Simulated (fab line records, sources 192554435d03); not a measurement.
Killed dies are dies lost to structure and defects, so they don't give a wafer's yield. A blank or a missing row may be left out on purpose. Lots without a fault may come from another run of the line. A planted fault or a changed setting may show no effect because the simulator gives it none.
Tool commonality check | flow n5_finfet | 10 lots, 30 wafers sampled

WHY IT WAS OPENED
At N5_BEOL_M1_INSPECT_13 the reading raw_defect_count is flagged on 3 of 10 lots. Wafers without a fault read 427, standard deviation 97.
Rule: a lot is flagged when every wafer of it that has a number lies more than 4 standard deviations from that mean, or none has a number. The other lots count as sound.

lot  | measured     | on                | raw_defect_count, wafer by wafer | flag
L815 | day 6 02:58  | defect_inspect-01 | 504 387 486                      |
L818 | day 7 04:50  | defect_inspect-01 | 396 352 367                      |
L820 | day 7 09:40  | defect_inspect-01 | 470 395 485                      |
L822 | day 7 16:15  | defect_inspect-02 | 1111 1126 1169                   | FLAGGED
L824 | day 8 10:43  | defect_inspect-01 | 546 597 555                      |
L825 | day 8 20:56  | defect_inspect-01 | 1357 1189 1281                   | FLAGGED
L826 | day 8 21:05  | defect_inspect-02 | 1227 1441 1309                   | FLAGGED
L831 | day 10 01:11 | defect_inspect-02 | 320 407 297                      |
L836 | day 11 06:17 | defect_inspect-02 | 433 399 557                      |
L838 | day 11 22:47 | defect_inspect-02 | 394 482 418                      |
The numbers of the flagged lots are 1246 on average: +819 against the usual, or +8 standard deviations.

WHICH TOOL RAN EACH LOT
The record holds 4 process steps before the reading, out of a route of 1938 steps. In each cell: the tool, then ch and the chambers that the sampled wafers went through, then the start.
lot  | flag    | N5_BEOL_M0_SPUTTER_132       | N5_BEOL_M0_SPUTTER_134       | N5_BEOL_M0_ANNEAL_119            | N5_BEOL_M1_ILD_DEP_00
L815 |         | pvd_sputter-02, day 5 23:08  | pvd_sputter-02, day 5 23:15  | rtp_anneal-02 ch 0, day 5 23:52  | pecvd-01 ch 0,1, day 6 00:46
L818 |         | pvd_sputter-02, day 7 00:50  | pvd_sputter-02, day 7 00:58  | rtp_anneal-02 ch 0, day 7 01:20  | pecvd-02 ch 0,2, day 7 02:13
L820 |         | pvd_sputter-03, day 7 06:33  | pvd_sputter-03, day 7 06:40  | rtp_anneal-01 ch 0, day 7 06:59  | pecvd-02 ch 0,1,2, day 7 07:54
L822 | FLAGGED | pvd_sputter-01, day 7 12:51  | pvd_sputter-01, day 7 12:58  | rtp_anneal-02 ch 0, day 7 13:35  | pecvd-02 ch 0,1, day 7 14:28
L824 |         | pvd_sputter-01, day 8 07:22  | pvd_sputter-01, day 8 07:29  | rtp_anneal-02 ch 0, day 8 08:14  | pecvd-01 ch 0,2, day 8 09:07
L825 | FLAGGED | pvd_sputter-01, day 8 17:21  | pvd_sputter-01, day 8 17:28  | rtp_anneal-01 ch 0, day 8 17:50  | pecvd-02 ch 0,1,2, day 8 18:42
L826 | FLAGGED | pvd_sputter-02, day 8 17:27  | pvd_sputter-02, day 8 17:34  | rtp_anneal-02 ch 0, day 8 17:53  | pecvd-02 ch 0,1, day 8 18:50
L831 |         | pvd_sputter-03, day 9 22:43  | pvd_sputter-03, day 9 22:50  | rtp_anneal-01 ch 0, day 9 23:22  | pecvd-04 ch 1,2, day 10 00:11
L836 |         | pvd_sputter-03, day 11 03:16 | pvd_sputter-03, day 11 03:23 | rtp_anneal-01 ch 0, day 11 03:45 | pecvd-01 ch 1,2, day 11 04:40
L838 |         | pvd_sputter-03, day 11 19:39 | pvd_sputter-03, day 11 19:46 | rtp_anneal-02 ch 0, day 11 21:12 | pecvd-02 ch 0,1,2, day 11 22:01
What these steps do:
- N5_BEOL_M0_SPUTTER_132: material Cu, target thk 4 nm, time 7.37 s.
- N5_BEOL_M0_SPUTTER_134: material Cu, target thk 4 nm, time 7.37 s.
- N5_BEOL_M0_ANNEAL_119: time 90 s.
- N5_BEOL_M1_ILD_DEP_00: deposits SiOC from DEMS/O2, target thk 79 nm, time 15.3 s.
- N5_BEOL_M1_INSPECT_13: inspects for defects (brightfield).

FLAGGED OVER TOTAL, TOOL BY TOOL (the gauges that took the reading come last)
step                   | tool              | lots run | flagged | share of the flagged lots | sound lots run after its first flagged lot
N5_BEOL_M0_SPUTTER_132 | pvd_sputter-01    | 3        | 2       | some                      | 1 (L824)
N5_BEOL_M0_SPUTTER_132 | pvd_sputter-02    | 3        | 1       | some                      | 0
N5_BEOL_M0_SPUTTER_132 | pvd_sputter-03    | 4        | 0       | none                      | -
N5_BEOL_M0_SPUTTER_134 | pvd_sputter-01    | 3        | 2       | some                      | 1 (L824)
N5_BEOL_M0_SPUTTER_134 | pvd_sputter-02    | 3        | 1       | some                      | 0
N5_BEOL_M0_SPUTTER_134 | pvd_sputter-03    | 4        | 0       | none                      | -
N5_BEOL_M0_ANNEAL_119  | rtp_anneal-01     | 4        | 1       | some                      | 2 (L831,L836)
N5_BEOL_M0_ANNEAL_119  | rtp_anneal-02     | 6        | 2       | some                      | 2 (L824,L838)
N5_BEOL_M1_ILD_DEP_00  | pecvd-01          | 3        | 0       | none                      | -
N5_BEOL_M1_ILD_DEP_00  | pecvd-02          | 6        | 3       | all                       | 1 (L838)
N5_BEOL_M1_ILD_DEP_00  | pecvd-04          | 1        | 0       | none                      | -
N5_BEOL_M1_INSPECT_13  | defect_inspect-01 | 5        | 1       | some                      | 0
N5_BEOL_M1_INSPECT_13  | defect_inspect-02 | 5        | 2       | some                      | 3 (L831,L836,L838)

WHAT THE TABLE ALLOWS
1 row of the table ran every flagged lot: pecvd-02 at N5_BEOL_M1_ILD_DEP_00.
- pecvd-02 at N5_BEOL_M1_ILD_DEP_00: 3 of its 6 lots flagged. Sound lots ran on it after the first flagged one (L838), which a lasting fault on the whole tool wouldn't allow.
No row of the table ran every flagged lot and no sound lot after the first.

WHAT THE SIMULATOR HAD PUT IN
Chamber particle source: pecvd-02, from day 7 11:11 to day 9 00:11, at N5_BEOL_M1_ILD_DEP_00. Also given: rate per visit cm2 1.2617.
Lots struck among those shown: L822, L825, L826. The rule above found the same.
